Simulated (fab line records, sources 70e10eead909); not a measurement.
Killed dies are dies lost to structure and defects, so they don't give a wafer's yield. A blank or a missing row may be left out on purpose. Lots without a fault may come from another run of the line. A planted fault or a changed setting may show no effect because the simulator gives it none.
Problem report in the 8D (eight disciplines) form, filled by code | flow nand_harc | the parts of the form that need people (team, actions taken, sign-off) are left out

1. THE PROBLEM
thk_nm at NHARC_A_ONON_D1_THK_MEAS_05 reads a mean of 1066 nm on 1 wafer of 1 lot; wafers without a fault read 997 nm with a standard deviation of 9.9. That is +7.0 standard deviations from the usual mean.
The step: measures by ellipsometry.
First seen on wafer L379.4, day 13 21:07, on film_metro-01. The record holds 39 wafers of 13 lots with a number at this step. Rule for "out", or "out of limits": more than 4 standard deviations from the usual mean. The other wafers with a number count as sound.

2. WHAT IT IS AND WHAT IT IS NOT
question                    | is                | is not
which readings at this step | thk_nm            | -
which lots                  | L379              | L364, L366, L367, L368, L369, L370, L371, L380, L381, L385, L386, L387
which wafers of those lots  | L379.4            | L379.1, L379.6
read on which gauges        | film_metro-01     | film_metro-02
when                        | from day 13 21:07 | up to then (23 sound wafers); but 15 sound wafers of L380, L381, L385, L386, L387 came after

3. SUSPECTS, AND WHAT RULES EACH OUT
Counting: a tool at a process step up to the reading stays a suspect if it ran every lot that is out. Sound lots after the first of them don't rule it out here, since some wafers of a struck lot are sound.
- the gauge at NHARC_A_ONON_D1_THK_MEAS_05: ruled out. All the wafers that are out were read on film_metro-01, but those of them that NHARC_END_SORT_01 has rows for are out there too, on other tools.
- pecvd_onon-04 at NHARC_A_ONON_D1_DEP_03 (target thk 1000 nm): kept. It ran the lot that is out, L379 (day 13 20:37); its last sound lot up to then is L370 (day 10 05:40).
Left after counting: pecvd_onon-04 at NHARC_A_ONON_D1_DEP_03.

4. THE CAUSE (what the simulator had put in)
Process parameter drift: pecvd_onon-04, from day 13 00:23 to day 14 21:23, at NHARC_A_ONON_D1_DEP_03. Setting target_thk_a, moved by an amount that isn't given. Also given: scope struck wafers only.
Counting left only this tool.

5. THE CHAIN OF EFFECTS, in route order
Each row: a reading whose mean over the struck wafers that have a number lies more than 3 standard deviations from the usual. Only readings for which the record gives a usual standard deviation are gone through. hours: the time from each lot's start at the first step in this table that gives one to its start at this step, as a median over the lots. sigmas: the change in usual standard deviations.
hours | step                        | reading         | usual  | on struck wafers | change | sigmas
0     | NHARC_A_ONON_D1_THK_MEAS_05 | thk_nm          | 997 nm | 1066             | +69    | +7.0
391   | NHARC_END_SORT_01           | killed_at_array | 52     | 676              | +624   | +37
391   | NHARC_END_SORT_01           | killed_dies     | 58     | 677              | +619   | +36

6. WHAT WOULD HAVE CAUGHT IT SOONER
In this record the first reading out of limits at a measuring or inspecting step was taken at day 13 21:07, 21 hours after the fault began at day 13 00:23.
Of the tool readings at NHARC_A_ONON_D1_DEP_03 for which the record gives a usual standard deviation, none was out on any struck wafer, so an alarm limit of 4 standard deviations on them would not have fired.
All the lots that are out (1) had begun NHARC_A_ONON_D1_DEP_03 on pecvd_onon-04 by day 13 21:07. A hold on the tool at that time would have spared none of them.
